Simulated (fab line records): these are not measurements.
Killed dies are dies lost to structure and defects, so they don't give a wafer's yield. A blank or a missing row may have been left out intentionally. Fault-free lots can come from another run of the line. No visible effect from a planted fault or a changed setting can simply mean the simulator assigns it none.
Comparing a struck lot with a sound one | flow n5-finfet | 26 steps out of a route of 1938
Sound: wafers L230.1, L230.3, L230.4. Struck: wafers L232.4, L232.5, L232.6. At the end, the cause is stated.
Per side, at each step with rows, come the tool, then ch with its chambers, and then its first start. Under that, the readings that differ: sound wafers | struck wafers | difference of the means | sigmas: that difference in standard deviations of wafers without a fault.
alike: words and numbers the same on both sides, and readings whose means are apart by under 2 such deviations; not compared: readings that were withheld, readings missing a value for some wafer, numbers with overlapping values and no deviation given by the record, and bounds like >300 which may hide the same value.
Wherever a step has rows on one side only, a row that says differs or no value, or a row with sigmas, the two part there. Numbers that don't overlap but have no deviation are shown without sigmas and don't part them. Lack of a reading on every wafer of one side parts them only where that side has two or more wafers.

first, 9 steps without rows for these wafers: N5_BEOL_M3_ILD_DEP_00 (deposits SiOC from DEMS/O2, target thk 79 nm, time 15.3 s); N5_BEOL_M3_PECVD_72 (deposits SiO2 from TEOS/O2, target thk 16 nm, time 18 s); N5_BEOL_M3_HM_DEP_02 (deposits TiN, target thk 20 nm); N5_BEOL_M3_COAT_61 (time 60 s, resist thk 60 nm); N5_BEOL_M3_COAT_62 (time 60 s, resist thk 12 nm); N5_BEOL_M3_COAT_73 (time 60 s, resist thk 5 nm); N5_BEOL_M3_COAT_05 (resist thk 30 nm); N5_BEOL_M3_EBR_07; N5_BEOL_M3_SOFTBAKE_06 (time 60 s).
N5_BEOL_M3_EXPOSE_08: exposes mask M3.
  sound on euv-scanner-01 ch 0, day 11 06:37; struck on euv-scanner-01 ch 0, day 12 04:35
  reading              | sound             | struck            | difference | sigmas
  exposure-dose-mJ-cm2 | 32.99 32.99 32.97 | 35.83 35.81 35.81 | +2.83      | +86
  alike: mask
then, 2 steps without rows for these wafers: N5_BEOL_M3_PEB_09 (peb time 60 s); N5_BEOL_M3_DEVELOP_10 (develop time 30 s).
N5_BEOL_M3_CD_MEAS_11: target cd 17.05 nm.
  sound on cd-sem-02 ch 0, day 11 06:44; struck on cd-sem-01 ch 0, day 12 04:42
  reading    | sound             | struck            | difference | sigmas
  cd-nm (nm) | 17.10 16.88 16.95 | 18.69 19.01 18.88 | +1.88      | +9
then, 1 step without rows for these wafers: N5_BEOL_M3_DESCUM_16 (chemistry O2, time 7 s).
N5_BEOL_M3_ETCH_74: etches underlayer in N2/H2, target depth 6.5 nm, time 5.2 s.
  sound on rie-diel-05 ch 0,2,3, day 11 06:56; struck on rie-diel-04 ch 0,2,3, day 12 04:52
  reading                         | sound | struck    | difference | sigmas
  model.BEOL_M3.cd-offset-nm (nm) | 0 0 0 | 2 1.8 1.8 | +2         |
  alike: drypump-motor-current-A, etch-rf-on-time-s, n2-flow-sccm, oes-product-au, rf-vpp-V, showerhead-plenum-p-Torr, throttle-valve-pct
  not compared: rf-hours-counter-h
then, 5 steps without rows for these wafers: N5_BEOL_M3_ETCH_63 (etches SiARC in CF4, target depth 15.6 nm, time 26 s); N5_BEOL_M3_ETCH_64 (etches SOC in N2/H2, target depth 75 nm, overetch 15 nm, time 112.5 s); N5_BEOL_M3_STRIP_65 (strips in N2/H2); N5_BEOL_M3_STRIP_75 (strips in N2/H2); N5_BEOL_M3_STRIP_66 (strips in CF4).
N5_BEOL_M3_HM_OPEN_17: chemistry Cl2/BCl3, target TiN, target depth 20 nm, overetch 6 nm.
  sound on rie-metal-01 ch 0,1, day 11 07:08; struck on rie-metal-03 ch 0,1, day 12 05:06
  reading                         | sound     | struck      | difference | sigmas
  model.BEOL_M3.cd-offset-nm (nm) | 0.2 0.6 0 | 2.4 1.8 1.8 | +1.7       |
  alike: drypump-motor-current-A, oes-product-au, throttle-valve-pct
  not compared: rf-hours-counter-h
then, 1 step without rows for these wafers: N5_BEOL_M3_STRIP_19 (strips in O2).
N5_BEOL_M3_CD_MEAS_18: pitch 36 nm, target cd 18 nm.
  sound on cd-sem-02, day 11 07:20; struck on cd-sem-03, day 12 05:21
  reading    | sound          | struck         | difference | sigmas
  cd-nm (nm) | 18.0 18.6 17.7 | 20.8 19.7 20.3 | +2.2       | +6
then, 1 step without rows for these wafers: N5_BEOL_M3_COAT_67 (time 60 s, resist thk 60 nm).
N5_BEOL_M4_RC_MEAS_101:
  the record has rows for the sound wafers here (prober-02 ch 0, day 12 21:41) and none for the struck ones
-- here the record skips 5 days between the struck wafers' starts before and after, leaving off in module BEOL_M4 and picking up in module PASSIVATION (first step shown: number 1936 of the route) --
N5_PASSIVATION_PROBE_49:
  sound on prober-01, day 17 00:00; struck on prober-02, day 17 13:35
  reading                  | sound          | struck         | difference | sigmas
  defect-limited-yield (%) | 93.0 92.5 93.1 | 0 0 0          | -93        | -62
  killed_at_M0_to_M3       | 26 33 17       | 1104 1112 1076 | +1072      | +99 or more
  killed-dies              | 83 88 82       | 1180 1180 1180 | +1096      | +64
  killed-on-rim            | 6 12 12        | 152 152 152    | +142       | +34
  killed-short             | 25 23 23       | 44 38 52       | +21        | +3
  sort_bin_5_function (%)  | 4.6 4.3 4.0    | 14.4 15.8 17.0 | +11.4      | +13
  sort_bin_6_memory (%)    | 2.5 2.6 2.3    | 4.4 3.7 4.5    | +1.7       | +2
  sort-n-pass              | 1097 1092 1098 | 0 0 0          | -1096      | -64
  sort-yield-pct (%)       | 93.0 92.5 93.1 | 0 0 0          | -93        | -62
  alike: killed_at_M4_up, killed-at-contacts, killed-at-front-end, killed-at-other, killed-open

== WHERE THEY PART ==
Last at N5_PASSIVATION_PROBE_49 as far as this record goes, first at N5_BEOL_M3_EXPOSE_08.

WHY: whatever the simulator had introduced
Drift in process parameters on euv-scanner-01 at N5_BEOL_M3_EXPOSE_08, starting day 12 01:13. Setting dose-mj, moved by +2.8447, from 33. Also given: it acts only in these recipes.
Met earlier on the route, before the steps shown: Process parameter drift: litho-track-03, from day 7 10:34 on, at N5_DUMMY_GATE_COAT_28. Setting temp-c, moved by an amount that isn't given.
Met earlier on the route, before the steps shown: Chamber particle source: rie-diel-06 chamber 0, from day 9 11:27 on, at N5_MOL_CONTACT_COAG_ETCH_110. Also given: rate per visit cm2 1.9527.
